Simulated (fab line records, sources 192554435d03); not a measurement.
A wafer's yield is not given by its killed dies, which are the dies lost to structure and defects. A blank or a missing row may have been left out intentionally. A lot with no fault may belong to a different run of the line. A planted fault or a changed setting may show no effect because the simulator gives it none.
Chamber matching | flow n5 finfet | N5_ILD0_CMP_12 on cmp-01: 4 sister chambers
The step polishes SiNx, stops on poly-Si, t overpolish 6 s, target thk 17.67 nm. 4 wafers are shown with their chamber, then 8 later ones without.

WAFERS PAIRED WITH THEIR CHAMBERS
wafer  | chamber | motor current A (A)
L091.4 | 0       | 9.9
L092.2 | 2       | 9.3
L092.6 | 3       | 8.7
L093.1 | 1       | 8.5

WAFERS WITH NO CHAMBER GIVEN
wafer  | motor current A (A)
L093.5 | 10.0
L093.6 | 8.2
L096.1 | 10.2
L096.3 | 8.8
L096.5 | 8.8
L097.1 | 9.3
L097.4 | 9.8
L097.5 | 9.7

WHICH CHAMBER EACH WENT THROUGH
wafer  | from the rows above     | in truth
L093.5 | 0                       | 0
L093.6 | can't be placed: 1 or 3 | 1
L096.1 | 0                       | 0
L096.3 | can't be placed: 3 or 1 | 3
L096.5 | can't be placed: 3 or 1 | 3
L097.1 | 2                       | 2
L097.4 | 0                       | 0
L097.5 | can't be placed: 0 or 2 | 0
4 of 8 placed correctly. Unplaceable from these rows: 4, with the true chamber sitting among the candidates in 4. Placed wrongly: 0.
How it was worked out, from the rows above alone: a wafer's distance from a chamber is the root of the sum, over the readings, of the square of ((its reading less the chamber's mean) divided by the reading's scatter). The wafer belongs to the nearest chamber; if the next one is less than 2 further off, it can't be placed. Each chamber's mean is taken over the wafers shown for it. The scatter: with one shown wafer a chamber, the root of the mean of the squares of how far each hidden wafer lies from its nearest shown one.
